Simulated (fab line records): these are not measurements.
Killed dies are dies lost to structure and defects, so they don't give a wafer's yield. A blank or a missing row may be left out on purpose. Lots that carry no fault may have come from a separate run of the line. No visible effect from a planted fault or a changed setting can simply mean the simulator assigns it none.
Chamber matching || flow nandHarc || 3 sister chambers for NHARC_A_STAIRCASE_DEP_417 on pecvd-03
The step deposits Si3N4, target thk 60 nm. 3 wafers are shown with their chamber, then 8 later ones without.

== EACH WAFER AND ITS CHAMBER ==
{"wafer": "L085.6", "chamber": 0, "heaterPowerW (W)": 560}
{"wafer": "L087.5", "chamber": 1, "heaterPowerW (W)": 677}
{"wafer": "L090.1", "chamber": 2, "heaterPowerW (W)": 633}

== WAFERS WITHOUT THEIR CHAMBER ==
{"wafer": "L090.2", "heaterPowerW (W)": 694}
{"wafer": "L090.5", "heaterPowerW (W)": 633}
{"wafer": "L093.2", "heaterPowerW (W)": 718}
{"wafer": "L093.5", "heaterPowerW (W)": 657}
{"wafer": "L093.6", "heaterPowerW (W)": 599}
{"wafer": "L095.2", "heaterPowerW (W)": 689}
{"wafer": "L095.3", "heaterPowerW (W)": 630}
{"wafer": "L095.6", "heaterPowerW (W)": 619}

== THE CHAMBER EACH PASSED THROUGH ==
{"wafer": "L090.2", "from the rows above": "can't be placed: 1 or 2", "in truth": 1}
{"wafer": "L090.5", "from the rows above": "can't be placed: 2 or 1", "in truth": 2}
{"wafer": "L093.2", "from the rows above": "can't be placed: 1 or 2", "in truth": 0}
{"wafer": "L093.5", "from the rows above": "can't be placed: 1 or 2", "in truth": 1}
{"wafer": "L093.6", "from the rows above": "can't be placed: 2 or 0 or 1", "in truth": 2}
{"wafer": "L095.2", "from the rows above": "can't be placed: 1 or 2", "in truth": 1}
{"wafer": "L095.3", "from the rows above": "can't be placed: 2 or 1", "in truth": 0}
{"wafer": "L095.6", "from the rows above": "can't be placed: 2 or 1", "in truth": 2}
Correct placement for 0 of the 8. From these rows, 8 cannot be placed; in 6 the true chamber is one of the candidates. Wrongly placed: 0.
How it was worked out, from the rows above alone: a wafer's distance from a chamber is the root of the sum, over the readings, of the square of ((its reading less the chamber's mean) divided by the reading's scatter). If the next closest chamber is less than 2 further off than the closest, the wafer can't be placed; otherwise it belongs to the closest. Each chamber's mean is taken over the wafers shown for it. The scatter: root of mean squared gap, hidden wafer to nearest shown wafer, with one shown wafer a chamber.
